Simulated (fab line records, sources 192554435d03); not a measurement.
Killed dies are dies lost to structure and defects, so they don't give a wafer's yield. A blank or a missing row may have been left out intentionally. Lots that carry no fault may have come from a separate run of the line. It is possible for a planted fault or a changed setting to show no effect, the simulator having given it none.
fab line records ; flow n5_finfet ; part 2 of 2: steps 20 to 30 of 30
[record] lots = 5; wafers = 15; last_day = 18
route steps=1938 shown BEOL_M6@1221
lots that met no fault: from a run of the same line without faults
start_h: hours from the record's opening day to when the first of the lot's shown wafers began ; wait_h: hours since the lot's step before ; " the same as in the row above ; L1.1+2: one row covering several wafers at once ; - no value, or no start was given ; * or withheld: withheld ; < > ~ a bound
route shown NAME@n: names a module that has steps shown in the file, with the first one's number in the route ; usual: mean and standard deviation over wafers with no fault ; same: alike in all rows ; chamber/n: place in a boat ; sites: each site's reading ; _std_site: their standard deviation ; _edge_site: the outer-site mean with the inner-site mean subtracted ; radius_mm: how far each site lies from the wafer's centre ; mask NAME#n: copy n ; behind: the most recent tool/chamber to have shaped the wafer ; hold: reason for holding the lot/hours on hold/outcome of the hold ; device: transistor that didn't switch, given as n, p or np ; end of line: the same wafers' tests at the end of the route ; a step with no rows: only its recipe ; killed: at the first sort, the dies lost to defects and structure; wafer yield is something else ; map: per-die view of a wafer (x killed, . not killed, _ where there is no die)
set.NAME: setting as actually run; set.NAME@STEP: the setting as run at that earlier step ; model.NAME: the simulator's own value behind a step, which no gauge read
lots at some steps of the route; a table a step, a row a wafer
services: when a tool's chamber went out of use (start_h, in hours from the record's first day, below 0 if earlier), for how many hours, and the reason
[[steps]]
[step N5_BEOL_M6_ETCH_41]
[recipe] chemistry = CH3F/O2; target = SiCN; target_depth_a = 297; taper_deg = 2; time_s = 52; ion_energy_ev = 120; mask_material = TiN; pressure_mtorr = 30; source_w = 395; bias_w = 75; Ar_flow_sccm = 150; CH3F_flow_sccm = 30; O2_flow_sccm = 20
[usual] drypump_motor_current_A = 5.6/0.47; oes_product_au = 0.79/0.079; rf_vpp_V = 297.6/1.7; showerhead_plenum_p_Torr = 2.01/0.076; throttle_valve_pct = 16.31/0.25
lot.wafer;tool;chamber;start_h;wait_h;drypump_motor_current_A;oes_product_au;rf_hours_counter_h;rf_vpp_V;showerhead_plenum_p_Torr;throttle_valve_pct
L079.1;rie_diel-06;3;-;-;6.0;0.77;138;299.1;2.09;16.45
L079.2;rie_diel-06;0;-;-;5.8;0.90;44;298.1;2.13;16.33
L079.5;rie_diel-06;1;-;-;5.8;0.77;-;297.7;1.93;16.43
L081.1;rie_diel-04;0;-;-;4.8;0.81;96;299.0;2.02;16.12
L081.3;rie_diel-04;1;-;-;5.9;0.72;194;298.2;2.06;16.12
L081.6;rie_diel-04;1;-;-;5.9;0.72;-;297.7;2.06;16.11
L082.3;rie_diel-05;3;-;-;5.5;0.68;246;297.6;2.04;16.67
L082.4;rie_diel-05;1;-;-;5.2;0.95;-;297.3;2.06;16.38
L082.6;rie_diel-05;3;-;-;5.5;0.68;-;297.9;2.03;16.66
L085.1;rie_diel-04;3;-;-;5.7;0.75;182;295.1;1.91;16.55
L085.2;rie_diel-04;1;-;-;5.9;0.72;201;298.0;2.06;16.13
L085.6;rie_diel-04;0;-;-;4.7;0.80;-;298.8;2.01;16.15
L093.2;rie_diel-04;0;-;-;4.7;0.78;131;296.8;2.01;16.19
L093.3;rie_diel-04;2;-;-;5.8;0.76;136;296.3;2.01;16.50
L093.4;rie_diel-04;3;-;-;5.8;0.72;210;296.5;1.90;16.60
[step N5_BEOL_M6_STRIP_80]
[recipe] chemistry = N2/H2; time_s = 10; power_w = 450; temp_c = 40; pressure_mtorr = 20; rf_frequency_hz = 6e+07; bias_power_w = 7; n2_flow_sccm = 200; h2_flow_sccm = 200
[usual] drypump_motor_current_A = 5.6/0.47; oes_product_au = 0.79/0.079; rf_vpp_V = 59.2/0.94; showerhead_plenum_p_Torr = 2.55/0.1; throttle_valve_pct = 23.58/0.25
lot.wafer;tool;chamber;start_h;wait_h;drypump_motor_current_A;oes_product_au;rf_hours_counter_h;rf_vpp_V;showerhead_plenum_p_Torr;throttle_valve_pct
L079.1;rie_diel-06;3;-;-;6.0;0.77;138;60.2;2.66;23.65
L079.2;rie_diel-06;0;-;-;5.8;0.90;44;57.6;2.70;23.84
L079.5;rie_diel-06;1;-;-;5.8;0.76;-;56.8;2.44;23.63
L081.1;rie_diel-04;0;-;-;4.7;0.81;96;58.5;2.55;23.60
L081.3;rie_diel-04;1;-;-;5.9;0.71;194;60.2;2.62;23.48
L081.6;rie_diel-04;1;-;-;5.9;0.71;-;59.5;2.62;23.48
L082.3;rie_diel-05;3;-;-;5.5;0.67;246;59.7;2.58;23.65
L082.4;rie_diel-05;1;-;-;5.2;0.94;-;58.4;2.59;23.47
L082.6;rie_diel-05;3;-;-;5.5;0.66;-;59.0;2.58;23.67
L085.1;rie_diel-04;3;-;-;5.8;0.73;182;59.5;2.41;23.57
L085.2;rie_diel-04;1;-;-;5.9;0.70;201;58.5;2.62;23.47
L085.6;rie_diel-04;0;-;-;4.8;0.79;-;59.0;2.54;23.61
L093.2;rie_diel-04;0;-;-;4.7;0.78;131;58.9;2.53;23.64
L093.3;rie_diel-04;2;-;-;5.8;0.75;136;59.0;2.56;24.08
L093.4;rie_diel-04;3;-;-;5.8;0.72;210;59.4;2.40;23.61
[step N5_BEOL_M6_OCD_MEAS_38]
[usual] trench_depth_nm = 95.0/1.8
lot.wafer;tool;chamber;start_h;wait_h;trench_depth_nm
L079.1;ocd-02;-;223.71;-;96.0
L079.2;ocd-02;-;223.71;-;96.2
L079.5;ocd-02;-;223.71;-;92.9
L081.1;ocd-02;-;229.96;-;94.5
L081.3;ocd-02;-;229.96;-;93.8
L081.6;ocd-02;-;229.96;-;95.1
L082.3;ocd-01;-;230.15;-;94.1
L082.4;ocd-01;-;230.15;-;97.7
L082.6;ocd-01;-;230.15;-;93.7
L085.1;ocd-02;-;251.92;-;95.0
L085.2;ocd-02;-;251.92;-;94.3
L085.6;ocd-02;-;251.92;-;94.6
L093.2;ocd-01;-;328.16;-;95.0
L093.3;ocd-01;-;328.16;-;97.1
L093.4;ocd-01;-;328.16;-;94.8
[step N5_BEOL_M6_HM_STRIP_39]
[recipe] chemistry = peroxide_tin_strip; material = TiN; target_depth_a = 250; temp_c = 50; time_s = 158
lot.wafer;tool;chamber;start_h;wait_h
L079.1+2+5;wet_bench-01;4,2,1;223.74;0.0
L081.1+3+6;wet_bench-03;1,4,0;230.88;0.9
L082.3+4+6;wet_bench-02;2,7,3;231.07;0.9
L085.1+2+6;wet_bench-03;0,2,7;251.95;0.0
L093.2+3+4;wet_bench-02;4,6,7;328.19;0.0
[step N5_BEOL_M6_SRD_40]
[recipe] time_s = 30; temp_c = 23; rinse_liquid = diw; dry = ipa_marangoni
lot.wafer;tool;chamber;start_h;wait_h
L079.1+2+5;wet_bench-01;4,2,1;223.79;0.0
L081.1+3+6;wet_bench-03;1,4,0;230.93;0.0
L082.3+4+6;wet_bench-02;2,7,3;231.11;0.0
L085.1+2+6;wet_bench-03;0,2,7;252.00;0.0
L093.2+3+4;wet_bench-02;4,6,7;328.24;0.0
[step N5_BEOL_M6_PRECLEAN_42]
[recipe] chemistry = residue_remover; time_s = 60; temp_c = 40
lot.wafer;tool;chamber;start_h;wait_h
L079.1+2+5;wet_bench-01;4,2,1;223.81;0.0
L081.1+3+6;wet_bench-03;1,4,0;230.95;0.0
L082.3+4+6;wet_bench-02;2,7,3;231.13;0.0
L085.1+2+6;wet_bench-03;0,2,7;252.01;0.0
L093.2+3+4;wet_bench-02;4,6,7;328.26;0.0
[step N5_BEOL_M6_SRD_43]
[recipe] time_s = 30; temp_c = 23; rinse_liquid = diw; dry = ipa_marangoni
lot.wafer;tool;chamber;start_h;wait_h
L079.1+2+5;wet_bench-01;4,2,1;223.82;0.0
L081.1+3+6;wet_bench-03;1,4,0;230.96;0.0
L082.3+4+6;wet_bench-02;2,7,3;231.15;0.0
L085.1+2+6;wet_bench-03;0,2,7;252.03;0.0
L093.2+3+4;wet_bench-02;4,6,7;328.27;0.0
[step N5_BEOL_M6_CD_MEAS_35]
[recipe] target_cd_nm = 40; target_cd_y_nm = 28; polarity = opening
[usual] cd_nm = 39.8/0.6
lot.wafer;tool;chamber;start_h;wait_h;cd_nm
L079.1;cd_sem-02;-;223.86;0.0;39.6
L079.2;cd_sem-02;-;223.86;0.0;39.2
L079.5;cd_sem-02;-;223.86;0.0;39.3
L081.1;cd_sem-01;-;231.00;0.0;40.4
L081.3;cd_sem-01;-;231.00;0.0;39.5
L081.6;cd_sem-01;-;231.00;0.0;39.4
L082.3;cd_sem-01;-;231.19;0.0;39.4
L082.4;cd_sem-01;-;231.19;0.0;40.3
L082.6;cd_sem-01;-;231.19;0.0;40.5
L085.1;cd_sem-02;-;252.07;0.0;39.7
L085.2;cd_sem-02;-;252.07;0.0;40.7
L085.6;cd_sem-02;-;252.07;0.0;40.4
L093.2;cd_sem-01;-;328.32;0.0;39.9
L093.3;cd_sem-01;-;328.32;0.0;39.6
L093.4;cd_sem-01;-;328.32;0.0;40.3
[step N5_BEOL_M6_CURE_75]
[recipe] temp_c = 370; time_s = 120; ambient = DMADMS/He; material = SiCOH_lowk
[usual] lamp_power_pct = 52.31/0.052; wafer_temp_C_max = 371.7/0.69
lot.wafer;tool;chamber;start_h;wait_h;lamp_power_pct;wafer_temp_C_max
L079.1;uv_cure-03;1;224.15;0.3;52.26;371.6
L079.2;uv_cure-03;1;224.15;0.3;52.30;372.4
L079.5;uv_cure-03;1;224.15;0.3;52.33;371.4
L081.1;uv_cure-03;0;237.25;6.2;52.47;371.4
L081.3;uv_cure-03;0;237.25;6.2;52.26;371.6
L081.6;uv_cure-03;0;237.25;6.2;52.24;372.3
L082.3;uv_cure-03;1;237.65;6.5;52.37;371.7
L082.4;uv_cure-03;1;237.65;6.5;52.30;371.7
L082.6;uv_cure-03;1;237.65;6.5;52.33;371.9
L085.1;uv_cure-03;2;252.20;0.1;52.39;373.6
L085.2;uv_cure-03;2;252.20;0.1;52.36;372.9
L085.6;uv_cure-03;2;252.20;0.1;52.44;372.0
L093.2;uv_cure-01;2;328.41;0.1;52.34;370.6
L093.3;uv_cure-01;2;328.41;0.1;52.31;370.9
L093.4;uv_cure-01;2;328.41;0.1;52.27;371.0
[step N5_BEOL_M6_DEGAS_44]
[recipe] ambient = vacuum; temp_c = 250; time_s = 60
[usual] heater_power_w = 332/30
lot.wafer;tool;chamber;start_h;wait_h;heater_power_w
L079.1;pvd_sputter-03;-;224.52;0.3;372
L079.2;pvd_sputter-03;-;224.52;0.3;345
L079.5;pvd_sputter-03;-;224.52;0.3;299
L081.1;pvd_sputter-03;-;237.60;0.3;338
L081.3;pvd_sputter-03;-;237.60;0.3;298
L081.6;pvd_sputter-03;-;237.60;0.3;293
L082.3;pvd_sputter-02;-;238.17;0.5;373
L082.4;pvd_sputter-02;-;238.17;0.5;322
L082.6;pvd_sputter-02;-;238.17;0.5;321
L085.1;pvd_sputter-01;-;252.52;0.3;344
L085.2;pvd_sputter-01;-;252.52;0.3;372
L085.6;pvd_sputter-01;-;252.52;0.3;349
L093.2;pvd_sputter-03;-;328.70;0.2;332
L093.3;pvd_sputter-03;-;328.70;0.2;290
L093.4;pvd_sputter-03;-;328.70;0.2;388
[step N5_BEOL_M6_PRE_CLEAN_45]
[recipe] gas = H2/He; time_s = 30; temp_c = 250
[usual] heater_power_w = 333/31
lot.wafer;tool;chamber;start_h;wait_h;heater_power_w
L079.1;pvd_sputter-03;-;224.56;0.0;389
L079.2;pvd_sputter-03;-;224.56;0.0;338
L079.5;pvd_sputter-03;-;224.56;0.0;292
L081.1;pvd_sputter-03;-;237.64;0.0;342
L081.3;pvd_sputter-03;-;237.64;0.0;295
L081.6;pvd_sputter-03;-;237.64;0.0;300
L082.3;pvd_sputter-02;-;238.21;0.0;367
L082.4;pvd_sputter-02;-;238.21;0.0;321
L082.6;pvd_sputter-02;-;238.21;0.0;326
L085.1;pvd_sputter-01;-;252.56;0.0;336
L085.2;pvd_sputter-01;-;252.56;0.0;367
L085.6;pvd_sputter-01;-;252.56;0.0;355
L093.2;pvd_sputter-03;-;328.74;0.0;335
L093.3;pvd_sputter-03;-;328.74;0.0;293
L093.4;pvd_sputter-03;-;328.74;0.0;383
[[services]]
tool;chamber;start_h;hours;kind
euv_scanner-02;-;205.11;1.0;pm
euv_scanner-02;-;206.23;4.6;pm
rie_diel-06;2;211.29;-;clean
rie_diel-06;2;211.29;-;consumable_replace:focus_ring
rie_diel-06;2;211.29;18.5;scheduled_down
rie_diel-06;2;211.29;18.5;vent_cycle
rie_diel-04;2;221.50;5.6;repair
uv_cure-01;-;221.54;2.5;repair
wet_bench-02;-;224.31;1.4;repair
rie_diel-04;2;227.60;7.5;repair
euv_scanner-01;-;227.78;1.0;pm
rie_diel-05;3;240.19;-;clean
rie_diel-05;3;240.19;-;consumable_replace:focus_ring
rie_diel-04;-;246.59;4.3;pm
euv_scanner-02;-;261.29;1.0;pm
rie_diel-04;3;270.27;1.4;repair
rie_diel-05;1;276.52;6.8;repair
euv_scanner-01;-;283.93;1.0;pm
pvd_sputter-03;-;294.50;0.8;repair
wet_bench-02;-;296.68;1.9;pm
uv_cure-01;-;311.57;1.0;pm
wet_bench-03;-;311.85;1.9;pm
rie_diel-05;2;314.84;9.9;repair
euv_scanner-02;-;317.41;1.0;pm
